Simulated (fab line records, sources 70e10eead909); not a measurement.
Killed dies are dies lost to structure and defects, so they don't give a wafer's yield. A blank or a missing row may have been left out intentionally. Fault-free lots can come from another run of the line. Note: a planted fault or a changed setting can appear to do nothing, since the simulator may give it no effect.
Shared-tool check	flow nand-harc	Sampled: 11 lots, 33 wafers

## THE REASON FOR OPENING IT
On 1 of the 11 lots, a flag is raised at NHARC_P_CONTACT_CD_MEAS_12 on the reading cd-nm. Wafers without a fault read 89.6 nm, standard deviation 0.67.
Rule: a lot is flagged in two cases, either no wafer of it has a number, or all its wafers with numbers fall more than 4 standard deviations from that mean. The other lots count as sound.

lot	measured	on	cd-nm (nm), wafer by wafer	flag
L112	day 6 00:12	cd-sem-03	90.4 89.0 89.8	
L114	day 6 15:03	cd-sem-01	97.9 98.2 97.8	FLAGGED
L117	day 6 21:28	cd-sem-03	90.4 89.7 90.7	
L123	day 8 22:18	cd-sem-03	90.8 89.2 89.0	
L127	day 9 16:50	cd-sem-03	88.8 90.2 89.1	
L128	day 9 17:00	cd-sem-03	90.0 89.0 89.3	
L131	day 10 06:21	cd-sem-03	88.4 88.7 88.8	
L130	day 10 06:58	cd-sem-01	90.6 91.2 89.8	
L132	day 10 17:17	cd-sem-02	88.6 90.0 89.2	
L133	day 11 00:20	cd-sem-03	88.7 89.1 89.3	
L134	day 11 14:37	cd-sem-03	90.2 90.0 89.8	
The numbers of the flagged lots are 98.0 nm on average: +8.4 nm against the usual, or +12 standard deviations.

## EACH LOT AND THE TOOL IT RAN ON
3 process steps preceding the reading are held in the record, out of 1159 steps in the route. Every cell lists first the tool, next ch and the chambers used by the sampled wafers, and last the start.
lot	flag	NHARC_P_GATE_DESCUM_93	NHARC_P_GATE_RTA_82	NHARC_P_CONTACT_EXPOSE_09
L112		rie-diel-07 ch 2,3, day 5 19:17	rtp-anneal-01 ch 0, day 5 22:10	arfi-scanner-02 ch 0, day 6 00:04
L114	FLAGGED	rie-diel-07 ch 1,2, day 6 10:18	rtp-anneal-01 ch 0, day 6 13:16	arfi-scanner-02 ch 0, day 6 14:55
L117		rie-diel-07 ch 0,1, day 6 16:52	rtp-anneal-02 ch 0, day 6 19:40	arfi-scanner-01 ch 0, day 6 21:20
L123		rie-diel-07 ch 1,2,3, day 8 17:10	rtp-anneal-01 ch 0, day 8 20:35	arfi-scanner-01 ch 0, day 8 22:10
L127		rie-diel-07 ch 1,2, day 9 11:56	rtp-anneal-01 ch 0, day 9 15:02	arfi-scanner-03 ch 0, day 9 16:41
L128		rie-diel-05 ch 1,2, day 9 12:17	rtp-anneal-01 ch 0, day 9 15:14	arfi-scanner-01 ch 0, day 9 16:52
L131		rie-diel-05 ch 0,1,3, day 10 01:39	rtp-anneal-02 ch 0, day 10 04:38	arfi-scanner-01 ch 0, day 10 06:13
L130		rie-diel-05 ch 0,1,2, day 10 02:09	rtp-anneal-02 ch 0, day 10 04:58	arfi-scanner-02 ch 0, day 10 06:50
L132		rie-diel-05 ch 0,3, day 10 12:20	rtp-anneal-01 ch 0, day 10 15:18	arfi-scanner-02 ch 0, day 10 17:08
L133		rie-diel-05 ch 0,1,2, day 10 19:52	rtp-anneal-02 ch 0, day 10 22:39	arfi-scanner-02 ch 0, day 11 00:12
L134		rie-diel-07 ch 0,1, day 11 10:04	rtp-anneal-01 ch 0, day 11 12:48	arfi-scanner-03 ch 0, day 11 14:29
These steps, and what they do:
- NHARC_P_GATE_DESCUM_93: chemistry O2, time 3 s.
- NHARC_P_GATE_RTA_82: time 30 s.
- NHARC_P_CONTACT_EXPOSE_09: exposes mask P CA, target cd 90 nm.
- NHARC_P_CONTACT_CD_MEAS_12: target cd 90 nm.

## FLAGGED OVER TOTAL, TOOL BY TOOL (the gauges that took the reading come last)
step	tool	lots run	flagged	share of the flagged lots	sound lots run after its first flagged lot
NHARC_P_GATE_DESCUM_93	rie-diel-05	5	0	none	-
NHARC_P_GATE_DESCUM_93	rie-diel-07	6	1	all	4 (L117,L123,L127,L134)
NHARC_P_GATE_RTA_82	rtp-anneal-01	7	1	all	5 (L123,L127,L128,L132,L134)
NHARC_P_GATE_RTA_82	rtp-anneal-02	4	0	none	-
NHARC_P_CONTACT_EXPOSE_09	arfi-scanner-01	4	0	none	-
NHARC_P_CONTACT_EXPOSE_09	arfi-scanner-02	5	1	all	3 (L130,L132,L133)
NHARC_P_CONTACT_EXPOSE_09	arfi-scanner-03	2	0	none	-
NHARC_P_CONTACT_CD_MEAS_12	cd-sem-01	2	1	all	1 (L130)
NHARC_P_CONTACT_CD_MEAS_12	cd-sem-02	1	0	none	-
NHARC_P_CONTACT_CD_MEAS_12	cd-sem-03	8	0	none	-

## WHAT THE TABLE PERMITS
4 rows of the table ran every flagged lot: rie-diel-07 at NHARC_P_GATE_DESCUM_93, rtp-anneal-01 at NHARC_P_GATE_RTA_82, arfi-scanner-02 at NHARC_P_CONTACT_EXPOSE_09, cd-sem-01 at NHARC_P_CONTACT_CD_MEAS_12.
- rie-diel-07 at NHARC_P_GATE_DESCUM_93 ran 6 lots, 1 of them flagged. Sound lots ran on it after the first flagged one (L117, L123, L127, L134), which a lasting fault on the whole tool wouldn't allow.
- rtp-anneal-01 at NHARC_P_GATE_RTA_82 ran 7 lots, 1 of them flagged. Sound lots ran on it after the first flagged one (L123, L127, L128, L132, L134), which a lasting fault on the whole tool wouldn't allow.
- arfi-scanner-02 at NHARC_P_CONTACT_EXPOSE_09 ran 5 lots, 1 of them flagged. Sound lots ran on it after the first flagged one (L130, L132, L133), which a lasting fault on the whole tool wouldn't allow.
- cd-sem-01 at NHARC_P_CONTACT_CD_MEAS_12 ran 2 lots, 1 of them flagged. Sound lots ran on it after the first flagged one (L130), which a lasting fault on the whole tool wouldn't allow.
There is no row in the table that ran each flagged lot and no sound lot after the first.

## WHAT HAD BEEN PUT IN BY THE SIMULATOR
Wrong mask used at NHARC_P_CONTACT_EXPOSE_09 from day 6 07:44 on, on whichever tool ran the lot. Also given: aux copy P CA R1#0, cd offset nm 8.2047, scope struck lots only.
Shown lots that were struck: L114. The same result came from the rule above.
